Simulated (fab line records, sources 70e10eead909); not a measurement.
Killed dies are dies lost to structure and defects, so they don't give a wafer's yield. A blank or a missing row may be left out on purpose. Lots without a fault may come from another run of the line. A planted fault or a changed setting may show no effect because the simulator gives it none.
Which tool did it? | flow nand_harc | 13 lots, 39 wafers sampled, at 4 steps of a route of 1159

WHAT THE GAUGES READ, wafer by wafer
The record holds no reading of a measuring or inspecting step that can be judged against a usual standard deviation.

WHICH TOOL RAN EACH LOT (tool, then ch and the chambers of the sampled wafers, then the start)
lot  | NHARC_P_M2_DESCUM_14               | NHARC_P_M2_ETCH_15                            | NHARC_P_M2_ECD_22              | NHARC_P_M2_CMP_23
L489 | rie_diel-11 ch 0,1, day 6 16:13    | rie_diel-11 ch 0,1,3, day 6 17:38 or earlier  | ecd_cu-01 ch 0,1, day 6 17:38  | cmp-03 ch 1,2, day 6 18:19
L488 | rie_diel-11 ch 0,1,3, day 6 18:30  | rie_diel-11 ch 0,1, day 6 19:56 or earlier    | ecd_cu-02 ch 0,1, day 6 19:56  | cmp-03 ch 0,2,3, day 6 20:37
L490 | rie_diel-11 ch 0,1,3, day 7 01:43  | rie_diel-11 ch 0,2,3, day 7 03:06 or earlier  | ecd_cu-02 ch 0,1, day 7 03:06  | cmp-01 ch 0,1,3, day 7 03:49
L492 | rie_diel-11 ch 1,2,3, day 7 04:59  | rie_diel-11 ch 0,1,3, day 7 06:39 or earlier  | ecd_cu-01 ch 0,1, day 7 06:39  | cmp-03 ch 1,2,3, day 7 07:43
L491 | rie_diel-11 ch 0,1, day 7 05:54    | rie_diel-11 ch 0,3, day 7 07:26 or earlier    | ecd_cu-01 ch 0,1, day 7 07:26  | cmp-01 ch 1,2,3, day 7 08:16
L493 | rie_diel-11 ch 1,2,3, day 7 10:10  | rie_diel-11 ch 1,2,3, day 7 11:46 or earlier  | ecd_cu-02 ch 0,1, day 7 11:46  | cmp-02 ch 0,1,3, day 7 12:31
L495 | rie_diel-11 ch 1,2, day 7 23:54    | rie_diel-11 ch 0,1, day 8 01:49 or earlier    | ecd_cu-02 ch 0,1, day 8 01:49  | cmp-03 ch 1,2, day 8 02:33
L502 | rie_diel-12 ch 0,1,2, day 9 05:29  | rie_diel-12 ch 1,2,3, day 9 07:32 or earlier  | ecd_cu-01 ch 0,1, day 9 07:32  | cmp-01 ch 0,3, day 9 08:17
L501 | rie_diel-11 ch 1,2, day 9 11:15    | rie_diel-11 ch 0,3, day 9 12:43 or earlier    | ecd_cu-02 ch 0, day 9 12:43    | cmp-03 ch 2,3, day 9 13:32
L499 | rie_diel-11 ch 0,1,3, day 9 12:57  | rie_diel-11 ch 2,3, day 9 14:23 or earlier    | ecd_cu-02 ch 0,1, day 9 14:23  | cmp-03 ch 0,2,3, day 9 15:07
L507 | rie_diel-12 ch 1,2,3, day 10 22:09 | rie_diel-12 ch 1,2,3, day 10 23:38 or earlier | ecd_cu-01 ch 0,1, day 10 23:38 | cmp-03 ch 1,3, day 11 00:16
L506 | rie_diel-11 ch 2,3, day 11 02:33   | rie_diel-11 ch 0,3, day 11 04:19 or earlier   | ecd_cu-01 ch 0,1, day 11 04:19 | cmp-01 ch 0,2,3, day 11 05:04
L510 | rie_diel-11 ch 0,2,3, day 11 12:04 | rie_diel-11 ch 1,2,3, day 11 13:29 or earlier | ecd_cu-01 ch 0,1, day 11 13:29 | cmp-02 ch 0,1,2, day 11 14:14
- NHARC_P_M2_DESCUM_14: chemistry O2, time 3 s.
- NHARC_P_M2_ETCH_15: etches the open film in C4F8/Ar, target depth 182.5 nm, time 91.2 s.
- NHARC_P_M2_ECD_22: material Cu, target thk 400 nm.
- NHARC_P_M2_CMP_23: polishes, t overpolish 20 s, target thk 144.3 nm.

WHAT THE TOOLS THEMSELVES READ (means of the sampled wafers that have a number; where no wafer has one, the mark that the record gives instead)
NHARC_P_M2_DESCUM_14.
lot  | tool        | drypump_motor_current_A (A) | o2_flow_sccm (sccm) | oes_product_au (a.u.) | rf_vpp_V (V) | showerhead_plenum_p_Torr (Torr) | throttle_valve_pct (%)
L489 | rie_diel-11 | 5.5                         | 200.0               | 0.990                 | 58.4         | 1.97                            | 11.319
L488 | rie_diel-11 | 5.7                         | 200.3               | 1.005                 | 57.9         | 1.99                            | 11.307
L490 | rie_diel-11 | 5.7                         | 199.3               | 1.005                 | 57.3         | 1.99                            | 11.312
L492 | rie_diel-11 | 5.8                         | 199.8               | 1.011                 | 57.7         | 1.95                            | 11.296
L491 | rie_diel-11 | 5.4                         | 200.0               | 1.013                 | 58.3         | 1.96                            | 11.303
L493 | rie_diel-11 | 5.8                         | 199.9               | 1.007                 | 57.9         | 1.95                            | 11.312
L495 | rie_diel-11 | 5.6                         | 200.2               | 1.001                 | 58.4         | 1.88                            | 11.308
L502 | rie_diel-12 | 6.0                         | 199.7               | 1.000                 | 57.4         | 1.90                            | 11.324
L501 | rie_diel-11 | 5.4                         | 200.1               | 1.019                 | 57.9         | 1.92                            | 11.307
L499 | rie_diel-11 | 5.7                         | 199.8               | 1.011                 | 58.8         | 1.99                            | 11.312
L507 | rie_diel-12 | 5.9                         | 200.0               | 1.015                 | 57.5         | 1.87                            | 11.315
L506 | rie_diel-11 | 5.9                         | 200.7               | 0.996                 | 58.1         | 1.91                            | 11.300
L510 | rie_diel-11 | 5.8                         | 200.2               | 0.997                 | 57.8         | 1.95                            | 11.316

NHARC_P_M2_ETCH_15.
lot  | tool        | oes_product_au (a.u.) | rf_vpp_V (V)
L489 | rie_diel-11 | 0.975                 | 442.9
L488 | rie_diel-11 | 0.937                 | 441.8
L490 | rie_diel-11 | 0.957                 | 441.7
L492 | rie_diel-11 | 0.974                 | 443.1
L491 | rie_diel-11 | 0.966                 | 444.0
L493 | rie_diel-11 | 0.968                 | 442.4
L495 | rie_diel-11 | 0.932                 | 441.4
L502 | rie_diel-12 | 0.945                 | 439.5
L501 | rie_diel-11 | 0.985                 | 442.9
L499 | rie_diel-11 | 0.968                 | 442.7
L507 | rie_diel-12 | 0.930                 | 439.8
L506 | rie_diel-11 | 0.957                 | 443.1
L510 | rie_diel-11 | 0.971                 | 442.3

NHARC_P_M2_CMP_23.
lot  | tool   | motor_current_A (A) | slurry_filter_dp_kPa (kPa) | time_to_endpoint_s (s)
L489 | cmp-03 | 11.6                | 13.49                      | 29
L488 | cmp-03 | 12.7                | 13.48                      | 30
L490 | cmp-01 | 11.5                | 13.56                      | 29
L492 | cmp-03 | 12.8                | 13.57                      | 31
L491 | cmp-01 | 11.1                | 13.69                      | 28
L493 | cmp-02 | 13.3                | 13.53                      | 25
L495 | cmp-03 | 12.2                | 13.63                      | 25
L502 | cmp-01 | 11.6                | 13.50                      | 28
L501 | cmp-03 | 13.7                | 13.50                      | 12
L499 | cmp-03 | 12.8                | 13.31                      | 13
L507 | cmp-03 | 13.0                | 13.67                      | 30
L506 | cmp-01 | 11.5                | 13.50                      | 30
L510 | cmp-02 | 12.6                | 13.61                      | 25

THE ANSWER, worked out from the rows above alone
Rule: what is usual is taken from the lots themselves. Put in order of their means at a reading, lots are off if they are a third of the lots or fewer, leave a main group of 4 or more, and stand apart from it by a gap of 3 or more times the standard deviation of the main group's means; of several such gaps the widest counts. A main group whose means are all the same, to the digits that the tables above print for the reading, isn't used. A lot without any number at a reading at which 4 lots or more have one is off too. The other lots that the step has rows for count as sound. The gauges are gone through in route order, then the tools' own readings, and for those a lot's mean is taken as printed above. The first step at which some lot is off is used, and at that step the reading that is off furthest; a lot without a number counts as furthest.
Off: L501, L499, at NHARC_P_M2_CMP_23 (time_to_endpoint_s). The main group: mean 28 s, standard deviation 2.1.
A tool fits if, at that step or a process step before it, it ran every lot that is off, and no sound lot after the first of them. NHARC_P_M2_ETCH_15 gives no start for some lots, so the hours and the order of its lots are those of NHARC_P_M2_ECD_22. One fits: ecd_cu-02 at NHARC_P_M2_ECD_22. Its last sound lot is L495 (day 8 01:49), its first lot that is off L501 (day 9 12:43): a fault that began between those two fits.

WHAT THE SIMULATOR HAD PUT IN
Process parameter drift: ecd_cu-02, from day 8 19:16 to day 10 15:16, at NHARC_P_M2_ECD_22. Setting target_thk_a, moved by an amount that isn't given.
Lots struck among those shown: L501, L499. The rule above found the same.
